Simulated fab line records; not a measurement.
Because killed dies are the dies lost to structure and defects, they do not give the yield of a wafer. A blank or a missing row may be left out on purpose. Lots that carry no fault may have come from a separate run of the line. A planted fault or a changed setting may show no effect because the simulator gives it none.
fab line records :: flow nandHarc
record
  lots=14
  wafers=42
  lastDay=21
route steps=1159 shown A_STAIRCASE@652
lots with no fault: from the same line, run without faults
startH: the number of hours between the record's first day and the start of the first shown wafer of the lot :: waitH: how many hours have passed since the lot's step before this one :: " same as the row above :: L1.1+2: a single row standing in for several wafers :: - no value, or no start was given :: * or withheld: withheld :: < > ~ a bound
route shown NAME@n: names a module that has steps shown in the file, with the first one's number in the route :: usual: mean and standard deviation over wafers with no fault :: same: alike in all rows :: chamber/n: place in a boat :: sites: the reading at each site :: _std_site: standard deviation across them :: _edge_site: mean of outer sites minus mean of inner sites :: radiusMm: for every site, how far away it sits from the centre of the wafer :: mask NAME#n: copy n :: behind: the last tool/chamber to shape the wafer :: hold: why the lot went on hold/how many hours it stayed there/how the hold came to an end :: device: whichever transistor did not switch (one of n, p or np) :: end of line: tests of these same wafers at the route's end :: a step given without rows: its recipe and nothing more :: killed: dies lost to structure and defects at the first sort, not the wafer's yield :: map: the dies of a wafer, with x for killed, . for not killed, _ for no die there
set.NAME: the setting as run; set.NAME@STEP: as run at that earlier step :: model.NAME: the simulator's own value behind a step, which no gauge read
a sample of lots followed through the steps of the route, with each step as a table and each wafer as a row
services: the hour from which a tool's chamber was out of use, counted from the record's first day as startH (under 0 if before that day), plus the number of hours and why
## steps
# step NHARC_A_STAIRCASE_HM_DEP_456
# recipe
  targetThkA=15000
  tempC=400
  material=aC
# usual
  throttleValvePct=34.999/0.0081
lot.wafer: L659.4
tool: aclDep-02
chamber: 0
startH: 243.73
waitH: -
throttleValvePct: 35.012

lot.wafer: L659.5
tool: aclDep-02
chamber: 0
startH: 243.73
waitH: -
throttleValvePct: 34.994

lot.wafer: L659.6
tool: aclDep-02
chamber: 0
startH: 243.73
waitH: -
throttleValvePct: 34.989

lot.wafer: L661.1
tool: aclDep-01
chamber: 0
startH: 256.47
waitH: -
throttleValvePct: 35.001

lot.wafer: L661.2
tool: aclDep-01
chamber: 0
startH: 256.47
waitH: -
throttleValvePct: 34.989

lot.wafer: L661.6
tool: aclDep-01
chamber: 0
startH: 257.99
waitH: -
throttleValvePct: 35.002

lot.wafer: L660.2
tool: aclDep-02
chamber: 0
startH: 257.98
waitH: -
throttleValvePct: 34.989

lot.wafer: L660.4
tool: aclDep-02
chamber: 0
startH: 257.98
waitH: -
throttleValvePct: 35.006

lot.wafer: L660.6
tool: aclDep-02
chamber: 0
startH: 257.98
waitH: -
throttleValvePct: 34.998

lot.wafer: L662.1
tool: aclDep-01
chamber: 0
startH: 258.30
waitH: -
throttleValvePct: 34.997

lot.wafer: L662.2
tool: aclDep-01
chamber: 0
startH: 258.30
waitH: -
throttleValvePct: 35.001

lot.wafer: L662.5
tool: aclDep-01
chamber: 0
startH: 258.30
waitH: -
throttleValvePct: 34.987

lot.wafer: L664.1
tool: aclDep-02
chamber: 0
startH: 265.89
waitH: -
throttleValvePct: 34.991

lot.wafer: L664.3
tool: aclDep-02
chamber: 0
startH: 265.89
waitH: -
throttleValvePct: 34.992

lot.wafer: L664.6
tool: aclDep-02
chamber: 0
startH: 265.89
waitH: -
throttleValvePct: 35.010

lot.wafer: L665.2
tool: aclDep-03
chamber: 0
startH: 266.00
waitH: -
throttleValvePct: 35.007

lot.wafer: L665.3
tool: aclDep-03
chamber: 0
startH: 266.00
waitH: -
throttleValvePct: 34.994

lot.wafer: L665.6
tool: aclDep-03
chamber: 0
startH: 266.00
waitH: -
throttleValvePct: 34.996

lot.wafer: L663.2
tool: aclDep-03
chamber: 0
startH: 272.82
waitH: -
throttleValvePct: 35.013

lot.wafer: L663.3
tool: aclDep-03
chamber: 0
startH: 272.82
waitH: -
throttleValvePct: 34.990

lot.wafer: L663.4
tool: aclDep-03
chamber: 0
startH: 272.82
waitH: -
throttleValvePct: 35.003

lot.wafer: L668.1
tool: aclDep-03
chamber: 0
startH: 303.17
waitH: -
throttleValvePct: 34.998

lot.wafer: L668.2
tool: aclDep-03
chamber: 0
startH: 303.17
waitH: -
throttleValvePct: 34.995

lot.wafer: L668.5
tool: aclDep-03
chamber: 0
startH: 303.17
waitH: -
throttleValvePct: 35.000

lot.wafer: L667.1
tool: aclDep-02
chamber: 0
startH: 303.65
waitH: -
throttleValvePct: 34.990

lot.wafer: L667.5
tool: aclDep-02
chamber: 0
startH: 304.87
waitH: -
throttleValvePct: 35.004

lot.wafer: L667.6
tool: aclDep-02
chamber: 0
startH: 304.87
waitH: -
throttleValvePct: 34.996

lot.wafer: L669.3
tool: aclDep-03
chamber: 0
startH: 311.44
waitH: -
throttleValvePct: 35.002

lot.wafer: L669.5
tool: aclDep-03
chamber: 0
startH: 311.44
waitH: -
throttleValvePct: 34.994

lot.wafer: L669.6
tool: aclDep-03
chamber: 0
startH: 311.44
waitH: -
throttleValvePct: 34.998

lot.wafer: L670.1
tool: aclDep-02
chamber: 0
startH: 318.33
waitH: -
throttleValvePct: 35.006

lot.wafer: L670.4
tool: aclDep-02
chamber: 0
startH: 318.33
waitH: -
throttleValvePct: 35.001

lot.wafer: L670.6
tool: aclDep-02
chamber: 0
startH: 318.33
waitH: -
throttleValvePct: 35.013

lot.wafer: L671.1
tool: aclDep-01
chamber: 0
startH: 324.00
waitH: -
throttleValvePct: 35.010

lot.wafer: L671.2
tool: aclDep-01
chamber: 0
startH: 324.00
waitH: -
throttleValvePct: 34.982

lot.wafer: L671.4
tool: aclDep-01
chamber: 0
startH: 324.00
waitH: -
throttleValvePct: 34.984

lot.wafer: L681.2
tool: aclDep-02
chamber: 0
startH: 386.01
waitH: -
throttleValvePct: 34.992

lot.wafer: L681.5
tool: aclDep-02
chamber: 0
startH: 386.01
waitH: -
throttleValvePct: 34.994

lot.wafer: L681.6
tool: aclDep-02
chamber: 0
startH: 386.01
waitH: -
throttleValvePct: 35.001

lot.wafer: L682.1
tool: aclDep-03
chamber: 0
startH: 391.61
waitH: -
throttleValvePct: 35.001

lot.wafer: L682.3
tool: aclDep-03
chamber: 0
startH: 391.61
waitH: -
throttleValvePct: 34.996

lot.wafer: L682.5
tool: aclDep-03
chamber: 0
startH: 391.61
waitH: -
throttleValvePct: 34.977
# step NHARC_A_STAIRCASE_DEP_259
# recipe
  targetThkA=300
  targetThkNm=30
  tempC=400
  pressureTorr=3.5
  flowSccm=200
  rfW=350
  material=SiON
# usual
  chamberPressureTorr=3.499/0.0086
  heaterPowerW=749/83
lot.wafer: L659.4
tool: pecvd-04
chamber: 1
startH: 244.81
waitH: 0.8
chamberPressureTorr: 3.507
heaterPowerW: 735

lot.wafer: L659.5
tool: pecvd-04
chamber: 2
startH: 244.81
waitH: 0.8
chamberPressureTorr: 3.489
heaterPowerW: 774

lot.wafer: L659.6
tool: pecvd-04
chamber: 1
startH: 244.81
waitH: 0.8
chamberPressureTorr: 3.498
heaterPowerW: 712

lot.wafer: L661.2
tool: pecvd-03
chamber: 2
startH: 258.32
waitH: 1.2
chamberPressureTorr: 3.503
heaterPowerW: 802

lot.wafer: L661.1
tool: pecvd-03
chamber: 0
startH: 258.32
waitH: 1.2
chamberPressureTorr: 3.481
heaterPowerW: 640

lot.wafer: L661.6
tool: pecvd-03
chamber: 1
startH: 258.32
waitH: 1.2
chamberPressureTorr: 3.486
heaterPowerW: 888

lot.wafer: L660.2
tool: pecvd-04
chamber: 0
startH: 259.61
waitH: 1.3
chamberPressureTorr: 3.495
heaterPowerW: 842

lot.wafer: L660.4
tool: pecvd-04
chamber: 2
startH: 259.61
waitH: 1.3
chamberPressureTorr: 3.499
heaterPowerW: 790

lot.wafer: L660.6
tool: pecvd-04
chamber: 0
startH: 259.61
waitH: 1.3
chamberPressureTorr: 3.502
heaterPowerW: 825

lot.wafer: L662.1
tool: pecvd-03
chamber: 0
startH: 260.16
waitH: 1.6
chamberPressureTorr: 3.508
heaterPowerW: 671

lot.wafer: L662.2
tool: pecvd-03
chamber: 1
startH: 260.16
waitH: 1.6
chamberPressureTorr: 3.513
heaterPowerW: 839

lot.wafer: L662.5
tool: pecvd-03
chamber: 0
startH: 260.16
waitH: 1.6
chamberPressureTorr: 3.498
heaterPowerW: 683

lot.wafer: L665.3
tool: pecvd-04
chamber: 2
startH: 267.58
waitH: 1.0
chamberPressureTorr: 3.492
heaterPowerW: 716

lot.wafer: L665.2
tool: pecvd-04
chamber: 0
startH: 267.58
waitH: 1.0
chamberPressureTorr: 3.484
heaterPowerW: 842

lot.wafer: L665.6
tool: pecvd-04
chamber: 1
startH: 267.58
waitH: 1.0
chamberPressureTorr: 3.521
heaterPowerW: 728

lot.wafer: L664.1
tool: pecvd-03
chamber: 1
startH: 267.78
waitH: 1.6
chamberPressureTorr: 3.506
heaterPowerW: 896

lot.wafer: L664.3
tool: pecvd-03
chamber: 2
startH: 267.78
waitH: 1.6
chamberPressureTorr: 3.491
heaterPowerW: 796

lot.wafer: L664.6
tool: pecvd-03
chamber: 0
startH: 267.78
waitH: 1.6
chamberPressureTorr: 3.501
heaterPowerW: 749

lot.wafer: L663.2
tool: pecvd-04
chamber: 0
startH: 274.40
waitH: 1.3
chamberPressureTorr: 3.497
heaterPowerW: 886

lot.wafer: L663.3
tool: pecvd-04
chamber: 1
startH: 274.40
waitH: 1.3
chamberPressureTorr: 3.502
heaterPowerW: 730

lot.wafer: L663.4
tool: pecvd-04
chamber: 0
startH: 274.40
waitH: 1.3
chamberPressureTorr: 3.489
heaterPowerW: 874

lot.wafer: L668.2
tool: pecvd-02
chamber: 2
startH: 305.07
waitH: 1.3
chamberPressureTorr: 3.497
heaterPowerW: 699

lot.wafer: L668.1
tool: pecvd-02
chamber: 1
startH: 305.07
waitH: 1.3
chamberPressureTorr: 3.511
heaterPowerW: 637

lot.wafer: L668.5
tool: pecvd-02
chamber: 1
startH: 305.07
waitH: 1.3
chamberPressureTorr: 3.504
heaterPowerW: 649

lot.wafer: L667.1
tool: pecvd-03
chamber: 2
startH: 305.56
waitH: 1.6
chamberPressureTorr: 3.492
heaterPowerW: 708

lot.wafer: L667.5
tool: pecvd-03
chamber: 0
startH: 305.56
waitH: 1.6
chamberPressureTorr: 3.494
heaterPowerW: 649

lot.wafer: L667.6
tool: pecvd-03
chamber: 2
startH: 305.56
waitH: 1.6
chamberPressureTorr: 3.490
heaterPowerW: 672

lot.wafer: L669.3
tool: pecvd-03
chamber: 1
startH: 312.69
waitH: 0.9
chamberPressureTorr: 3.483
heaterPowerW: 890

lot.wafer: L669.5
tool: pecvd-03
chamber: 1
startH: 312.69
waitH: 0.9
chamberPressureTorr: 3.486
heaterPowerW: 902

lot.wafer: L669.6
tool: pecvd-03
chamber: 0
startH: 312.69
waitH: 0.9
chamberPressureTorr: 3.483
heaterPowerW: 658

lot.wafer: L670.1
tool: pecvd-03
chamber: 0
startH: 320.17
waitH: 1.5
chamberPressureTorr: 3.480
heaterPowerW: 814

lot.wafer: L670.4
tool: pecvd-03
chamber: 0
startH: 320.17
waitH: 1.5
chamberPressureTorr: 3.492
heaterPowerW: 792

lot.wafer: L670.6
tool: pecvd-03
chamber: 2
startH: 320.17
waitH: 1.5
chamberPressureTorr: 3.504
heaterPowerW: 661

lot.wafer: L671.2
tool: pecvd-02
chamber: 0
startH: 325.91
waitH: 1.3
chamberPressureTorr: 3.503
heaterPowerW: 596

lot.wafer: L671.1
tool: pecvd-02
chamber: 1
startH: 325.91
waitH: 1.3
chamberPressureTorr: 3.494
heaterPowerW: 540

lot.wafer: L671.4
tool: pecvd-02
chamber: 1
startH: 325.91
waitH: 1.3
chamberPressureTorr: 3.498
heaterPowerW: 546

lot.wafer: L681.2
tool: pecvd-03
chamber: 2
startH: 387.74
waitH: 1.4
chamberPressureTorr: 3.513
heaterPowerW: 661

lot.wafer: L681.6
tool: pecvd-03
chamber: 1
startH: 387.74
waitH: 1.4
chamberPressureTorr: 3.506
heaterPowerW: 804

lot.wafer: L681.5
tool: pecvd-03
chamber: 2
startH: 387.74
waitH: 1.4
chamberPressureTorr: 3.504
heaterPowerW: 675

lot.wafer: L682.3
tool: pecvd-03
chamber: 0
startH: 393.46
waitH: 0.9
chamberPressureTorr: 3.507
heaterPowerW: 711

lot.wafer: L682.1
tool: pecvd-03
chamber: 2
startH: 393.46
waitH: 0.9
chamberPressureTorr: 3.490
heaterPowerW: 813

lot.wafer: L682.5
tool: pecvd-03
chamber: 1
startH: 393.46
waitH: 0.9
chamberPressureTorr: 3.509
heaterPowerW: 908
# step NHARC_A_STAIRCASE_ETCH_294
# recipe
  targetDepthA=49920
  timeS=1212.4
  ionEnergyEv=800
  c4f8FlowSccm=80
  o2FlowSccm=60
  arFlowSccm=withheld
  rfW=600
  biasW=3000
  chemistry=C4F8/O2/Ar
# usual
  oesProductAu=0.933/0.012
  rfVppV=1824/12
lot.wafer: L659.4
tool: rieDiel-02
chamber: 0
startH: -
waitH: -
oesProductAu: 0.954
rfHoursCounterH: 35
rfVppV: 1822

lot.wafer: L659.6
tool: rieDiel-02
chamber: 1
startH: -
waitH: -
oesProductAu: 0.967
rfHoursCounterH: -
rfVppV: 1813

lot.wafer: L659.5
tool: rieDiel-02
chamber: 2
startH: -
waitH: -
oesProductAu: 0.942
rfHoursCounterH: -
rfVppV: 1812

lot.wafer: L661.1
tool: rieDiel-07
chamber: 2
startH: -
waitH: -
oesProductAu: 0.926
rfHoursCounterH: 10
rfVppV: 1814

lot.wafer: L661.2
tool: rieDiel-07
chamber: 3
startH: -
waitH: -
oesProductAu: 0.936
rfHoursCounterH: 8
rfVppV: 1832

lot.wafer: L661.6
tool: rieDiel-07
chamber: 1
startH: -
waitH: -
oesProductAu: 0.936
rfHoursCounterH: -
rfVppV: 1812

lot.wafer: L660.2
tool: rieDiel-03
chamber: 0
startH: -
waitH: -
oesProductAu: 0.932
rfHoursCounterH: 13
rfVppV: 1833

lot.wafer: L660.4
tool: rieDiel-03
chamber: 2
startH: -
waitH: -
oesProductAu: 0.946
rfHoursCounterH: 17
rfVppV: 1831

lot.wafer: L660.6
tool: rieDiel-03
chamber: 0
startH: -
waitH: -
oesProductAu: 0.938
rfHoursCounterH: -
rfVppV: 1832

lot.wafer: L662.1
tool: rieDiel-07
chamber: 3
startH: -
waitH: -
oesProductAu: 0.926
rfHoursCounterH: 9
rfVppV: 1833

lot.wafer: L662.2
tool: rieDiel-07
chamber: 1
startH: -
waitH: -
oesProductAu: 0.913
rfHoursCounterH: 12
rfVppV: 1811

lot.wafer: L662.5
tool: rieDiel-07
chamber: 2
startH: -
waitH: -
oesProductAu: 0.925
rfHoursCounterH: -
rfVppV: 1814

lot.wafer: L665.3
tool: rieDiel-03
chamber: 0
startH: -
waitH: -
oesProductAu: 0.942
rfHoursCounterH: 17
rfVppV: 1831

lot.wafer: L665.2
tool: rieDiel-03
chamber: 2
startH: -
waitH: -
oesProductAu: 0.944
rfHoursCounterH: 20
rfVppV: 1829

lot.wafer: L665.6
tool: rieDiel-03
chamber: 1
startH: -
waitH: -
oesProductAu: 0.943
rfHoursCounterH: -
rfVppV: 1844

lot.wafer: L664.3
tool: rieDiel-02
chamber: 3
startH: -
waitH: -
oesProductAu: 0.928
rfHoursCounterH: 44
rfVppV: 1815

lot.wafer: L664.1
tool: rieDiel-02
chamber: 1
startH: -
waitH: -
oesProductAu: 0.955
rfHoursCounterH: 46
rfVppV: 1811

lot.wafer: L664.6
tool: rieDiel-02
chamber: 3
startH: -
waitH: -
oesProductAu: 0.937
rfHoursCounterH: -
rfVppV: 1816

lot.wafer: L663.2
tool: rieDiel-02
chamber: 3
startH: -
waitH: -
oesProductAu: 0.946
rfHoursCounterH: 45
rfVppV: 1816

lot.wafer: L663.4
tool: rieDiel-02
chamber: 1
startH: -
waitH: -
oesProductAu: 0.956
rfHoursCounterH: 47
rfVppV: 1810

lot.wafer: L663.3
tool: rieDiel-02
chamber: 2
startH: -
waitH: -
oesProductAu: 0.936
rfHoursCounterH: 40
rfVppV: 1810

lot.wafer: L668.1
tool: rieDiel-03
chamber: 1
startH: -
waitH: -
oesProductAu: 0.932
rfHoursCounterH: 32
rfVppV: 1845

lot.wafer: L668.2
tool: rieDiel-03
chamber: 2
startH: -
waitH: -
oesProductAu: 0.925
rfHoursCounterH: 32
rfVppV: 1832

lot.wafer: L668.5
tool: rieDiel-03
chamber: 3
startH: -
waitH: -
oesProductAu: 0.933
rfHoursCounterH: -
rfVppV: 1832

lot.wafer: L667.1
tool: rieDiel-03
chamber: 2
startH: -
waitH: -
oesProductAu: 0.930
rfHoursCounterH: 32
rfVppV: 1831

lot.wafer: L667.5
tool: rieDiel-03
chamber: 2
startH: -
waitH: -
oesProductAu: 0.935
rfHoursCounterH: -
rfVppV: 1832

lot.wafer: L667.6
tool: rieDiel-03
chamber: 3
startH: -
waitH: -
oesProductAu: 0.924
rfHoursCounterH: -
rfVppV: 1832

lot.wafer: L669.3
tool: rieDiel-02
chamber: 3
startH: -
waitH: -
oesProductAu: 0.927
rfHoursCounterH: 59
rfVppV: 1815

lot.wafer: L669.6
tool: rieDiel-02
chamber: 1
startH: -
waitH: -
oesProductAu: 0.933
rfHoursCounterH: -
rfVppV: 1810

lot.wafer: L669.5
tool: rieDiel-02
chamber: 2
startH: -
waitH: -
oesProductAu: 0.931
rfHoursCounterH: -
rfVppV: 1810

lot.wafer: L670.1
tool: rieDiel-03
chamber: 1
startH: -
waitH: -
oesProductAu: 0.932
rfHoursCounterH: 40
rfVppV: 1843

lot.wafer: L670.4
tool: rieDiel-03
chamber: 3
startH: -
waitH: -
oesProductAu: 0.947
rfHoursCounterH: 41
rfVppV: 1833

lot.wafer: L670.6
tool: rieDiel-03
chamber: 1
startH: -
waitH: -
oesProductAu: 0.933
rfHoursCounterH: -
rfVppV: 1843

lot.wafer: L671.4
tool: rieDiel-02
chamber: 1
startH: -
waitH: -
oesProductAu: 0.940
rfHoursCounterH: 66
rfVppV: 1811

lot.wafer: L671.2
tool: rieDiel-02
chamber: 2
startH: -
waitH: -
oesProductAu: 0.934
rfHoursCounterH: 60
rfVppV: 1810

lot.wafer: L671.1
tool: rieDiel-02
chamber: 3
startH: -
waitH: -
oesProductAu: 0.937
rfHoursCounterH: 64
rfVppV: 1815

lot.wafer: L681.2
tool: rieDiel-03
chamber: 1
startH: -
waitH: -
oesProductAu: 0.934
rfHoursCounterH: 67
rfVppV: 1843

lot.wafer: L681.5
tool: rieDiel-03
chamber: 1
startH: -
waitH: -
oesProductAu: 0.924
rfHoursCounterH: -
rfVppV: 1841

lot.wafer: L681.6
tool: rieDiel-03
chamber: 2
startH: -
waitH: -
oesProductAu: 0.933
rfHoursCounterH: -
rfVppV: 1831

lot.wafer: L682.3
tool: rieDiel-07
chamber: 3
startH: -
waitH: -
oesProductAu: 0.925
rfHoursCounterH: 50
rfVppV: 1833

lot.wafer: L682.1
tool: rieDiel-07
chamber: 1
startH: -
waitH: -
oesProductAu: 0.922
rfHoursCounterH: 57
rfVppV: 1811

lot.wafer: L682.5
tool: rieDiel-07
chamber: 3
startH: -
waitH: -
oesProductAu: 0.924
rfHoursCounterH: -
rfVppV: 1831
# step NHARC_A_STAIRCASE_PEB_308
# recipe
  pebTempC=115
  pebTimeS=130
# usual
  chillPlateTempC=23.00/0.11
  exhaustPa=44.9/0.86
  resistLineTempC=23.02/0.11
lot.wafer: L659.4
tool: lithoTrack-05
chamber: 0
startH: 251.98
waitH: 0.0
chillPlateTempC: 23.05
exhaustPa: 44.5
resistLineTempC: 22.94

lot.wafer: L659.5
tool: lithoTrack-05
chamber: 0
startH: 251.98
waitH: 0.0
chillPlateTempC: 22.91
exhaustPa: 45.3
resistLineTempC: 23.03

lot.wafer: L659.6
tool: lithoTrack-05
chamber: 0
startH: 251.98
waitH: 0.0
chillPlateTempC: 23.02
exhaustPa: 45.0
resistLineTempC: 23.04

lot.wafer: L661.1
tool: lithoTrack-05
chamber: 0
startH: 264.29
waitH: 0.1
chillPlateTempC: 22.92
exhaustPa: 45.8
resistLineTempC: 23.06

lot.wafer: L661.2
tool: lithoTrack-05
chamber: 0
startH: 264.29
waitH: 0.1
chillPlateTempC: 23.14
exhaustPa: 44.2
resistLineTempC: 23.04

lot.wafer: L661.6
tool: lithoTrack-05
chamber: 0
startH: 264.29
waitH: 0.1
chillPlateTempC: 23.05
exhaustPa: 45.9
resistLineTempC: 22.98

lot.wafer: L660.2
tool: lithoTrack-05
chamber: 0
startH: 265.49
waitH: 0.1
chillPlateTempC: 23.01
exhaustPa: 45.6
resistLineTempC: 23.08

lot.wafer: L660.4
tool: lithoTrack-05
chamber: 0
startH: 265.49
waitH: 0.1
chillPlateTempC: 23.05
exhaustPa: 46.8
resistLineTempC: 22.98

lot.wafer: L660.6
tool: lithoTrack-05
chamber: 0
startH: 265.49
waitH: 0.1
chillPlateTempC: 22.94
exhaustPa: 46.3
resistLineTempC: 22.90

lot.wafer: L662.1
tool: lithoTrack-03
chamber: 0
startH: 266.44
waitH: 0.1
chillPlateTempC: 22.98
exhaustPa: 45.4
resistLineTempC: 22.92

lot.wafer: L662.2
tool: lithoTrack-03
chamber: 0
startH: 266.44
waitH: 0.1
chillPlateTempC: 23.08
exhaustPa: 45.4
resistLineTempC: 23.03

lot.wafer: L662.5
tool: lithoTrack-03
chamber: 0
startH: 266.44
waitH: 0.1
chillPlateTempC: 23.13
exhaustPa: 45.7
resistLineTempC: 23.01

lot.wafer: L665.2
tool: lithoTrack-03
chamber: 0
startH: 273.21
waitH: 0.1
chillPlateTempC: 22.98
exhaustPa: 44.7
resistLineTempC: 23.18

lot.wafer: L665.3
tool: lithoTrack-03
chamber: 0
startH: 273.21
waitH: 0.1
chillPlateTempC: 22.93
exhaustPa: 44.9
resistLineTempC: 23.10

lot.wafer: L665.6
tool: lithoTrack-03
chamber: 0
startH: 273.21
waitH: 0.1
chillPlateTempC: 22.93
exhaustPa: 44.5
resistLineTempC: 23.27

lot.wafer: L664.1
tool: lithoTrack-05
chamber: 0
startH: 273.50
waitH: 0.1
chillPlateTempC: 23.31
exhaustPa: 43.9
resistLineTempC: 23.01

lot.wafer: L664.3
tool: lithoTrack-05
chamber: 0
startH: 273.50
waitH: 0.1
chillPlateTempC: 23.07
exhaustPa: 43.2
resistLineTempC: 22.77

lot.wafer: L664.6
tool: lithoTrack-05
chamber: 0
startH: 273.50
waitH: 0.1
chillPlateTempC: 23.33
exhaustPa: 45.9
resistLineTempC: 22.95

lot.wafer: L663.2
tool: lithoTrack-07
chamber: 0
startH: 283.41
waitH: 0.1
chillPlateTempC: 23.11
exhaustPa: 44.6
resistLineTempC: 22.87

lot.wafer: L663.3
tool: lithoTrack-07
chamber: 0
startH: 283.41
waitH: 0.1
chillPlateTempC: 23.04
exhaustPa: 45.3
resistLineTempC: 22.83

lot.wafer: L663.4
tool: lithoTrack-07
chamber: 0
startH: 283.41
waitH: 0.1
chillPlateTempC: 23.08
exhaustPa: 45.2
resistLineTempC: 22.75

lot.wafer: L668.1
tool: lithoTrack-03
chamber: 0
startH: 311.48
waitH: 0.1
chillPlateTempC: 23.00
exhaustPa: 44.3
resistLineTempC: 22.91

lot.wafer: L668.2
tool: lithoTrack-03
chamber: 0
startH: 311.48
waitH: 0.1
chillPlateTempC: 23.09
exhaustPa: 44.7
resistLineTempC: 23.09

lot.wafer: L668.5
tool: lithoTrack-03
chamber: 0
startH: 311.48
waitH: 0.1
chillPlateTempC: 22.97
exhaustPa: 44.3
resistLineTempC: 22.94

lot.wafer: L667.1
tool: lithoTrack-05
chamber: 0
startH: 312.09
waitH: 0.1
chillPlateTempC: 22.85
exhaustPa: 44.2
resistLineTempC: 23.17

lot.wafer: L667.5
tool: lithoTrack-05
chamber: 0
startH: 312.09
waitH: 0.1
chillPlateTempC: 22.90
exhaustPa: 43.1
resistLineTempC: 22.94

lot.wafer: L667.6
tool: lithoTrack-05
chamber: 0
startH: 312.09
waitH: 0.1
chillPlateTempC: 22.91
exhaustPa: 43.4
resistLineTempC: 22.88

lot.wafer: L669.3
tool: lithoTrack-07
chamber: 0
startH: 318.72
waitH: 0.1
chillPlateTempC: 22.95
exhaustPa: 45.8
resistLineTempC: 23.14

lot.wafer: L669.5
tool: lithoTrack-07
chamber: 0
startH: 318.72
waitH: 0.1
chillPlateTempC: 23.05
exhaustPa: 44.4
resistLineTempC: 23.11

lot.wafer: L669.6
tool: lithoTrack-07
chamber: 0
startH: 318.72
waitH: 0.1
chillPlateTempC: 22.92
exhaustPa: 44.2
resistLineTempC: 23.18

lot.wafer: L670.1
tool: lithoTrack-05
chamber: 0
startH: 330.12
waitH: 0.1
chillPlateTempC: 23.06
exhaustPa: 43.9
resistLineTempC: 22.98

lot.wafer: L670.4
tool: lithoTrack-05
chamber: 0
startH: 330.12
waitH: 0.1
chillPlateTempC: 23.00
exhaustPa: 44.8
resistLineTempC: 22.90

lot.wafer: L670.6
tool: lithoTrack-05
chamber: 0
startH: 330.12
waitH: 0.1
chillPlateTempC: 23.14
exhaustPa: 44.4
resistLineTempC: 22.84

lot.wafer: L671.1
tool: lithoTrack-03
chamber: 0
startH: 335.68
waitH: 0.1
chillPlateTempC: 22.95
exhaustPa: 44.5
resistLineTempC: 23.06

lot.wafer: L671.2
tool: lithoTrack-03
chamber: 0
startH: 335.68
waitH: 0.1
chillPlateTempC: 22.87
exhaustPa: 45.7
resistLineTempC: 23.17

lot.wafer: L671.4
tool: lithoTrack-03
chamber: 0
startH: 335.68
waitH: 0.1
chillPlateTempC: 23.09
exhaustPa: 45.5
resistLineTempC: 23.02

lot.wafer: L681.2
tool: lithoTrack-07
chamber: -
startH: 396.29
waitH: 0.1
chillPlateTempC: -
exhaustPa: -
resistLineTempC: -

lot.wafer: L681.5
tool: lithoTrack-07
chamber: -
startH: 396.29
waitH: 0.1
chillPlateTempC: -
exhaustPa: -
resistLineTempC: -

lot.wafer: L681.6
tool: lithoTrack-07
chamber: -
startH: 396.29
waitH: 0.1
chillPlateTempC: -
exhaustPa: -
resistLineTempC: -

lot.wafer: L682.1
tool: lithoTrack-03
chamber: -
startH: 400.89
waitH: 0.1
chillPlateTempC: -
exhaustPa: -
resistLineTempC: -

lot.wafer: L682.3
tool: lithoTrack-03
chamber: -
startH: 400.89
waitH: 0.1
chillPlateTempC: -
exhaustPa: -
resistLineTempC: -

lot.wafer: L682.5
tool: lithoTrack-03
chamber: -
startH: 400.89
waitH: 0.1
chillPlateTempC: -
exhaustPa: -
resistLineTempC: -
## services
tool: aclDep-03
chamber: -
startH: 224.76
hours: 13.0
kind: pm

tool: rieDiel-03
chamber: 0
startH: 224.77
hours: 8.1
kind: repair

tool: rieDiel-07
chamber: -
startH: 228.37
hours: 9.0
kind: pm

tool: lithoTrack-05
chamber: -
startH: 237.00
hours: 7.0
kind: pm

tool: rieDiel-07
chamber: 0
startH: 241.42
hours: 3.2
kind: repair

tool: rieDiel-03
chamber: 1
startH: 245.13
hours: 1.9
kind: repair

tool: rieDiel-02
chamber: 2
startH: 254.31
hours: 11.7
kind: repair

tool: pecvd-03
chamber: -
startH: 292.39
hours: 13.0
kind: pm

tool: pecvd-03
chamber: 0
startH: 292.39
hours: 13.0
kind: ventCycle

tool: pecvd-03
chamber: 1
startH: 292.39
hours: 13.0
kind: ventCycle

tool: aclDep-01
chamber: -
startH: 294.59
hours: 13.0
kind: pm

tool: pecvd-02
chamber: 1
startH: 313.40
hours: 7.9
kind: repair

tool: aclDep-01
chamber: -
startH: 314.44
hours: 7.7
kind: repair

tool: rieDiel-07
chamber: 3
startH: 320.10
hours: 10.3
kind: repair

tool: rieDiel-02
chamber: -
startH: 328.11
hours: 9.0
kind: pm

tool: pecvd-02
chamber: -
startH: 334.00
hours: 13.0
kind: pm

tool: aclDep-01
chamber: -
startH: 335.03
hours: 3.6
kind: repair

tool: aclDep-02
chamber: -
startH: 349.27
hours: 13.0
kind: pm

tool: rieDiel-07
chamber: -
startH: 349.49
hours: 0.6
kind: repair

tool: pecvd-04
chamber: 0
startH: 354.95
hours: 16.5
kind: repair

tool: lithoTrack-07
chamber: -
startH: 364.00
hours: 7.0
kind: pm

tool: rieDiel-07
chamber: 2
startH: 373.39
hours: 6.5
kind: repair

tool: pecvd-04
chamber: -
startH: 376.22
hours: 13.0
kind: pm

tool: rieDiel-03
chamber: -
startH: 392.30
hours: 9.0
kind: pm
## key
firstSign
  step=NHARC_A_STAIRCASE_PEB_308
  reading=toolRecord
  direction=missing
effect none on later readings
metAt NHARC_A_STAIRCASE_PEB_308
struckLots L681,L682
laterRowsLeftOut L681.2,L681.5,L681.6,L682.1,L682.3,L682.5
sortLeftOut L681.2,L681.5,L681.6,L682.1,L682.3,L682.5
testerLeftOut L681,L682
notActingAt NHARC_A_STAIRCASE_HM_DEP_456,NHARC_A_STAIRCASE_DEP_259,NHARC_A_STAIRCASE_ETCH_294
onsetBetween 335.68 396.29
fault
  kind=skippedStepWhole
  tool=lithoTrack-03,lithoTrack-07
  chamber=-
  onsetH=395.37
  steps=NHARC_A_STAIRCASE_PEB_308
  scope=struckLotsOnly
# testerLeftOut: of these lots the tester's yield and bins aren't shown, on N5 and GAA mostly nor the transistor test; their killed dies are dies lost to structure and defects alone, not to doping, threshold or leakage, so they don't give the yield
# sortLeftOut: the simulated sort isn't trusted on such a fault, so these wafers' sort isn't shown, and their yield isn't known
# laterRowsLeftOut: the simulator's readings of these wafers behind a module that went badly wrong aren't trusted and aren't shown, but for the sort
